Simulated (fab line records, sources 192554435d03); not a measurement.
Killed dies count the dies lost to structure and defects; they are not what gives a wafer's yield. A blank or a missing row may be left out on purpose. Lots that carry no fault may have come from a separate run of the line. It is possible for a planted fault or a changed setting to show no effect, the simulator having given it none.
Chamber matching + flow n5 finfet + N5_BEOL_M5_ETCH_61 on rie diel-04: 4 sister chambers
The step etches SiARC in CF4, target depth 15.6 nm, time 26 s. 20 wafers are shown with their chamber, then 10 later ones without.

## WAFERS WITH THEIR CHAMBER
| wafer  | chamber | showerhead plenum p Torr (Torr) | throttle valve pct (%) | oes product au (a.u.) |
|--------|---------|---------------------------------|------------------------|-----------------------|
| L075.2 | 3       | 2.11                            | 15.94                  | 0.58                  |
| L075.4 | 1       | 2.24                            | 15.71                  | 0.63                  |
| L075.5 | 1       | 2.24                            | 15.71                  | 0.62                  |
| L077.1 | 0       | 2.23                            | 15.53                  | 0.63                  |
| L077.2 | 1       | 2.24                            | 15.71                  | 0.63                  |
| L077.4 | 3       | 2.11                            | 15.96                  | 0.58                  |
| L081.3 | 1       | 2.23                            | 15.73                  | 0.62                  |
| L081.4 | 3       | 2.11                            | 15.96                  | 0.57                  |
| L081.6 | 3       | 2.11                            | 15.97                  | 0.57                  |
| L082.3 | 0       | 2.23                            | 15.56                  | 0.62                  |
| L082.4 | 2       | 2.19                            | 15.68                  | 0.78                  |
| L082.6 | 0       | 2.23                            | 15.57                  | 0.62                  |
| L083.2 | 3       | 2.10                            | 15.97                  | 0.58                  |
| L083.5 | 3       | 2.10                            | 15.98                  | 0.58                  |
| L083.6 | 0       | 2.22                            | 15.58                  | 0.63                  |
| L085.2 | 1       | 2.23                            | 15.74                  | 0.62                  |
| L085.4 | 3       | 2.10                            | 15.99                  | 0.57                  |
| L085.6 | 0       | 2.22                            | 15.57                  | 0.61                  |
| L087.1 | 2       | 2.19                            | 15.68                  | 0.76                  |
| L087.2 | 0       | 2.22                            | 15.58                  | 0.62                  |

SIGNATURES, as means of the wafers listed above
| reading                  | chamber 0 | chamber 1 | chamber 2 | chamber 3 | scatter within a chamber |
|--------------------------|-----------|-----------|-----------|-----------|--------------------------|
| showerhead plenum p Torr | 2.2250    | 2.2360    | 2.1900    | 2.1057    | 0.00525                  |
| throttle valve pct       | 15.5650   | 15.7200   | 15.6800   | 15.9671   | 0.016                    |
| oes product au           | 0.6217    | 0.6240    | 0.7700    | 0.5757    | 0.00696                  |
Rule: for a wafer and a chamber, the distance is found by dividing, reading by reading, the gap between the wafer's reading and the chamber's mean by the reading's scatter, squaring, summing and taking the root. The wafer belongs to the nearest chamber; if the next one is less than 2 further off, it can't be placed. The scatter is the square root of a quotient: the sum, over the shown wafers, of each reading's squared deviation from its chamber's mean, divided by wafers minus chambers.

## WAFERS WITHOUT THEIR CHAMBER
| wafer  | showerhead plenum p Torr (Torr) | throttle valve pct (%) | oes product au (a.u.) |
|--------|---------------------------------|------------------------|-----------------------|
| L087.5 | 2.23                            | 15.73                  | 0.62                  |
| L088.1 | 2.22                            | 15.59                  | 0.61                  |
| L088.4 | 2.23                            | 15.73                  | 0.61                  |
| L088.5 | 2.19                            | 15.69                  | 0.76                  |
| L090.1 | 2.23                            | 15.74                  | 0.61                  |
| L090.5 | 2.19                            | 15.70                  | 0.75                  |
| L090.6 | 2.22                            | 15.59                  | 0.61                  |
| L095.1 | 2.10                            | 15.54                  | 0.79                  |
| L095.3 | 2.23                            | 15.79                  | 0.60                  |
| L095.6 | 2.23                            | 15.79                  | 0.60                  |

## WHICH CHAMBER EACH ONE RAN IN
| wafer  | from the rows above | in truth                   |
|--------|---------------------|----------------------------|
| L087.5 | 1                   | 1                          |
| L088.1 | 0                   | 0                          |
| L088.4 | 1                   | 1                          |
| L088.5 | 2                   | 2                          |
| L090.1 | 1                   | 1                          |
| L090.5 | 2                   | 2                          |
| L090.6 | 0                   | 0                          |
| L095.1 | 2                   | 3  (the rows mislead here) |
| L095.3 | 1                   | 1                          |
| L095.6 | 1                   | 1                          |
Placed correctly: 9 of 10. Number that these rows cannot place: 0. Wrongly placed: 1.
